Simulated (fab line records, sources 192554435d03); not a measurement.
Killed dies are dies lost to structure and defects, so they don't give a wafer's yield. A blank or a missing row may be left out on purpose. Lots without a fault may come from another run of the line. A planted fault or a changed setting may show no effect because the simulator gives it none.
fab line records | flow n5_finfet
record lots=10 wafers=30 last_day=17
route steps=1938 shown BEOL_M3@1002 BEOL_M4@1111
lots that met no fault: from a run of the same line without faults
start_h: hours from the record's first day to the start of the lot's first wafer shown | wait_h: hours since the lot's step before | " the same as in the row above | L1.1+2: a row that stands for several wafers | - no value, or no start given | * or withheld: withheld | < > ~ a bound
route shown NAME@n: a module of which the file shows steps, and the number in the route of the first | usual: mean/standard deviation of fault-free wafers | same: alike in all rows | chamber/n: place in a boat | sites: the reading at each site | _std_site: their standard deviation | _edge_site: outer sites' mean less inner sites' | radius_mm: how far each site lies from the wafer's centre | mask NAME#n: copy n | behind: the tool/chamber that last shaped the wafer | hold: why the lot was held/for how many hours/how that ended | device: the transistor (n, p or np) that didn't switch | end of line: the same wafers' tests at the end of the route | a step without rows: its recipe alone | killed: dies lost to structure and defects at the first sort, not the wafer's yield | map: a wafer's dies, x killed, . not, _ none there
set.NAME: the setting as run; set.NAME@STEP: as run at that earlier step | model.NAME: the simulator's own value behind a step, which no gauge read
steps of the route over a sample of lots; a table a step, a row a wafer
services: from which hour (start_h, from the record's first day; less than 0 if before it) a tool's chamber was out of use, for how many hours, and why
## steps
# step N5_BEOL_M3_SPUTTER_88
# recipe material=Cu target_thk_a=45 temp_c=-20 chamber_pressure_pa=0.07 power_w=withheld time_s=8.29
# usual throttle_valve_pct=29.9/1.1
# columns lot.wafer tool chamber start_h wait_h throttle_valve_pct
L583.1 pvd_sputter-03 - 157.96 0.1 28.7
L583.4 " - " " 30.5
L583.6 " - " " 31.6
L582.2 pvd_sputter-02 - 160.50 0.1 28.7
L582.5 " - " " 29.3
L582.6 " - " " 28.8
L586.1 pvd_sputter-02 - 179.29 0.1 29.1
L586.2 " - " " 29.5
L586.4 " - " " 28.6
L587.1 pvd_sputter-01 - 192.86 0.1 30.4
L587.3 " - " " 31.4
L587.4 " - " " 29.9
L588.1 pvd_sputter-02 - 198.49 0.1 29.7
L588.3 " - " " 29.4
L588.5 " - " " 29.4
L598.1 pvd_sputter-03 - 262.88 0.1 31.7
L598.3 " - " " 28.5
L598.4 " - " " 30.6
L599.2 pvd_sputter-03 - 264.72 0.1 28.5
L599.4 " - " " 30.8
L599.6 " - " " 31.6
L600.2 pvd_sputter-03 - 268.19 0.1 28.6
L600.5 " - " " 31.6
L600.6 " - " " 28.4
L602.1 pvd_sputter-03 - 271.87 0.1 28.5
L602.3 " - " " 31.9
L602.4 " - " " 30.7
L601.1 pvd_sputter-03 - 279.61 0.1 30.5
L601.4 " - " " 29.7
L601.6 " - " " 28.4
# step N5_BEOL_M3_SPUTTER_90
# recipe material=Cu target_thk_a=45 temp_c=-20 chamber_pressure_pa=0.07 power_w=withheld time_s=8.29
# usual throttle_valve_pct=30.0/1.1
# columns lot.wafer tool chamber start_h wait_h throttle_valve_pct
L583.1 pvd_sputter-03 - 158.18 0.1 28.9
L583.4 " - " " 30.6
L583.6 " - " " 31.8
L582.2 pvd_sputter-02 - 160.72 0.1 28.7
L582.5 " - " " 29.1
L582.6 " - " " 28.5
L586.1 pvd_sputter-02 - 179.51 0.1 29.3
L586.2 " - " " 29.5
L586.4 " - " " 28.5
L587.1 pvd_sputter-01 - 193.08 0.1 30.1
L587.3 " - " " 31.3
L587.4 " - " " 30.2
L588.1 pvd_sputter-02 - 198.71 0.1 29.4
L588.3 " - " " 29.1
L588.5 " - " " 29.1
L598.1 pvd_sputter-03 - 263.10 0.1 31.9
L598.3 " - " " 28.6
L598.4 " - " " 30.9
L599.2 pvd_sputter-03 - 264.94 0.1 28.5
L599.4 " - " " 30.5
L599.6 " - " " 31.9
L600.2 pvd_sputter-03 - 268.41 0.1 28.7
L600.5 " - " " 31.9
L600.6 " - " " 28.6
L602.1 pvd_sputter-03 - 272.09 0.1 28.9
L602.3 " - " " 31.8
L602.4 " - " " 30.3
L601.1 pvd_sputter-03 - 279.83 0.1 30.7
L601.4 " - " " 29.6
L601.6 " - " " 28.8
# step N5_BEOL_M3_SPUTTER_92
# recipe material=Cu target_thk_a=45 temp_c=-20 chamber_pressure_pa=0.07 power_w=withheld time_s=8.29
# usual throttle_valve_pct=29.9/1.1
# columns lot.wafer tool chamber start_h wait_h throttle_valve_pct
L583.1 pvd_sputter-03 - 158.40 0.1 28.7
L583.4 " - " " 30.5
L583.6 " - " " 31.6
L582.2 pvd_sputter-02 - 160.94 0.1 28.7
L582.5 " - " " 29.0
L582.6 " - " " 28.7
L586.1 pvd_sputter-02 - 179.73 0.1 29.3
L586.2 " - " " 29.4
L586.4 " - " " 28.9
L587.1 pvd_sputter-01 - 193.30 0.1 30.2
L587.3 " - " " 31.3
L587.4 " - " " 30.2
L588.1 pvd_sputter-02 - 198.93 0.1 29.2
L588.3 " - " " 29.3
L588.5 " - " " 29.5
L598.1 pvd_sputter-03 - 263.32 0.1 32.0
L598.3 " - " " 28.6
L598.4 " - " " 30.5
L599.2 pvd_sputter-03 - 265.16 0.1 28.7
L599.4 " - " " 30.6
L599.6 " - " " 31.8
L600.2 pvd_sputter-03 - 268.63 0.1 28.6
L600.5 " - " " 31.9
L600.6 " - " " 28.5
L602.1 pvd_sputter-03 - 272.31 0.1 28.4
L602.3 " - " " 31.8
L602.4 " - " " 30.5
L601.1 pvd_sputter-03 - 280.05 0.1 30.8
L601.4 " - " " 29.7
L601.6 " - " " 28.5
# step N5_BEOL_M3_ECD_50
# recipe material=Cu target_thk_a=3000
# columns lot.wafer tool chamber start_h wait_h
L583.1+4+6 ecd_cu-02 1 158.96 0.1
L582.2+5+6 ecd_cu-02 1,1,0 161.49 0.1
L586.1+2+4 ecd_cu-02 0,1,0 180.28 0.1
L587.1+3+4 ecd_cu-02 0,1,0 193.86 0.1
L588.1+3+5 ecd_cu-02 1,0,0 199.49 0.1
L598.1+3+4 ecd_cu-02 1,0,1 263.88 0.1
L599.2+4+6 ecd_cu-01 1 265.72 0.1
L600.2+5+6 ecd_cu-02 1,1,0 269.18 0.1
L602.1+3+4 ecd_cu-02 0,0,1 272.86 0.1
L601.1+4+6 ecd_cu-02 0,1,0 280.61 0.1
# step N5_BEOL_M3_CMP_52
# recipe stop_on=SiOC t_overpolish_s=6.8 down_force_psi=1 platen_rpm=50 clearing_platen_down_force_psi=1.5 clearing_platen_rpm=50 post_cmp_clean=cu_alkaline target_thk_nm=40 clearing_platen_pad_velocity_m_s=0.99484 pad_velocity_m_s=0.99484
# usual motor_current_A=6.1/0.47 time_to_endpoint_s=62.4/2.6
# columns lot.wafer tool chamber start_h wait_h motor_current_A time_to_endpoint_s
L583.1 cmp-04 1 159.33 0.3 5.9 63.6
L583.4 " 3 " " 6.4 66.0
L583.6 " 2 " " 6.5 59.3
L582.2 cmp-03 0 161.87 0.2 5.3 59.0
L582.5 " 0 " " 5.8 63.4
L582.6 " 1 " " 6.0 63.5
L586.4 cmp-03 2 180.66 0.1 6.1 63.4
L586.2 " 3 " " 5.9 63.4
L586.1 " 1 " " 6.4 109.1
L587.3 cmp-04 2 194.31 0.2 6.2 106.1
L587.1 " 3 " " 6.2 107.4
L587.4 " 0 " " 5.9 58.8
L588.1 cmp-03 0 199.88 0.3 5.9 115.2
L588.3 " 3 " " 5.6 109.3
L588.5 " 0 " " 6.0 59.3
L598.4 cmp-03 3 264.26 0.1 5.7 61.9
L598.3 " 0 " " 5.4 60.6
L598.1 " 1 " " 6.6 59.2
L599.4 cmp-01 1 266.13 0.2 7.2 59.4
L599.2 " 3 " " 5.9 63.9
L599.6 " 1 " " 7.1 62.8
L600.2 cmp-01 3 269.67 0.3 5.8 60.8
L600.5 " 0 " " 5.7 61.8
L600.6 " 1 " " 7.3 63.4
L602.4 cmp-03 1 273.28 0.2 6.2 60.2
L602.3 " 2 " " 6.5 62.4
L602.1 " 3 " " 5.5 59.9
L601.4 cmp-04 3 281.00 0.1 6.1 61.1
L601.1 " 2 " " 6.0 58.8
L601.6 " 0 " " 6.1 58.1
# step N5_BEOL_M4_RC_MEAS_101
# usual DIBL_N=36.0/1.7 DIBL_P=36.0/2 IOFF_N=0.156/0.028 IOFF_P=0.21/0.04 ION_N=673/12 ION_P=463/8.3 SS_N=71.4/0.6 SS_P=73.3/0.66 VT_N=250/3 VT_P=-250/3.8
# columns lot.wafer tool chamber start_h wait_h DIBL_N[mV/V] DIBL_P[mV/V] IOFF_N[nA/um] IOFF_P[nA/um] ION_N[uA/um] ION_P[uA/um] SS_N[mV/dec] SS_P[mV/dec] VT_N[mV] VT_P[mV]
L583.1 prober-02 0 169.30 0.0 35.8 35.5 0.155 0.16 674 460 72.5 73.2 250 -257
L583.4 " 0 " " 38.5 39.1 0.207 0.22 680 454 72.3 74.7 248 -251
L583.6 " 0 " " 35.0 35.3 0.146 0.17 668 454 70.5 73.0 248 -256
L582.2 prober-01 0 173.52 0.2 33.3 32.2 0.102 0.17 653 460 70.6 72.2 256 -253
L582.5 " 0 " " 35.7 35.4 0.135 0.20 654 456 72.1 73.7 254 -251
L582.6 " 0 " " 35.2 34.4 0.136 0.20 666 459 71.4 72.7 254 -249
L586.1 prober-01 0 190.45 0.0 34.8 33.7 0.118 0.18 652 454 71.3 73.1 255 -252
L586.2 " 0 " " 37.8 38.1 0.169 0.24 669 465 72.4 73.7 250 -246
L586.4 " 0 " " 35.3 34.2 0.136 0.18 672 463 71.1 72.9 250 -252
L587.1 prober-02 0 203.34 0.0 39.3 39.6 0.205 0.27 676 471 72.0 75.0 248 -247
L587.3 " 0 " " 36.9 36.2 0.154 0.21 662 456 71.2 74.1 254 -253
L587.4 " 0 " " 38.1 36.6 0.160 0.21 662 455 71.5 74.0 254 -254
L588.1 prober-01 0 209.48 0.1 36.7 35.6 0.160 0.20 682 462 72.3 72.7 249 -252
L588.3 " 0 " " 38.2 37.2 0.192 0.23 669 458 71.8 73.3 245 -249
L588.5 " 0 " " 37.4 36.1 0.167 0.21 680 463 71.4 73.8 247 -249
L598.1 prober-02 0 274.15 0.0 38.8 38.5 0.179 0.24 675 463 71.9 73.6 249 -250
L598.3 " 0 " " 37.1 36.2 0.156 0.22 687 470 71.3 72.2 248 -248
L598.4 " 0 " " 37.9 36.2 0.163 0.22 672 460 71.2 72.9 251 -249
L599.2 prober-01 0 275.87 0.2 34.1 35.3 0.130 0.16 660 447 71.4 72.9 252 -257
L599.4 " 0 " " 33.2 33.7 0.116 0.15 672 451 71.2 72.9 251 -256
L599.6 " 0 " " 32.0 32.7 0.098 0.13 652 450 70.7 72.6 257 -257
L600.2 prober-02 0 289.62 0.2 34.4 34.3 0.118 0.18 667 462 70.8 72.6 256 -251
L600.5 " 0 " " 35.9 36.0 0.145 0.21 662 456 71.1 73.1 250 -251
L600.6 " 0 " " 34.5 33.9 0.125 0.18 662 463 71.1 72.5 252 -252
L602.1 prober-02 0 296.62 0.0 34.3 34.3 0.137 0.20 671 463 71.6 73.4 252 -247
L602.3 " 0 " " 34.2 33.8 0.136 0.19 672 468 70.3 72.6 250 -249
L602.4 " 0 " " 34.4 34.6 0.143 0.21 675 472 70.9 73.2 249 -245
L601.1 prober-01 0 300.79 0.0 38.1 38.5 0.208 0.24 692 468 71.7 73.9 247 -249
L601.4 " 0 " " 37.2 36.4 0.179 0.20 673 455 71.9 73.5 249 -254
L601.6 " 0 " " 38.8 38.3 0.202 0.25 686 466 72.1 74.6 246 -250
## services
# columns tool chamber start_h hours kind
cmp-03 - 141.38 0.2 repair
cmp-04 - 152.57 1.3 repair
ecd_cu-02 - 152.82 1.5 repair
cmp-04 - 176.96 4.8 pm
ecd_cu-01 - 185.41 3.5 repair
cmp-03 - 219.00 2.2 repair
cmp-01 - 221.34 4.7 pm
cmp-04 - 223.57 4.0 pm
cmp-04 - 227.57 - consumable_replace:conditioner
cmp-04 - 227.57 - consumable_replace:pad
ecd_cu-02 - 228.96 1.5 repair
cmp-04 - 247.54 5.0 repair
## key
first_sign step=N5_BEOL_M3_CMP_52 reading=time_to_endpoint_s direction=up sigmas=18 usual=* struck=*
effect none on later readings
met_at N5_BEOL_M3_ECD_50
struck_lots L586,L587,L588
struck_wafers L586.1,L587.1,L587.3,L588.1,L588.3
not_acting_at N5_BEOL_M3_SPUTTER_88,N5_BEOL_M3_SPUTTER_90,N5_BEOL_M3_SPUTTER_92
onset_between 161.49 180.28
fault kind=process_parameter_drift tool=ecd_cu-02 chamber=- onset_h=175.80 steps=N5_BEOL_M3_ECD_50 channel=target_thk_a offset=* shape=step end_h=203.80 scope=struck_wafers_only acts_in=* stated=*
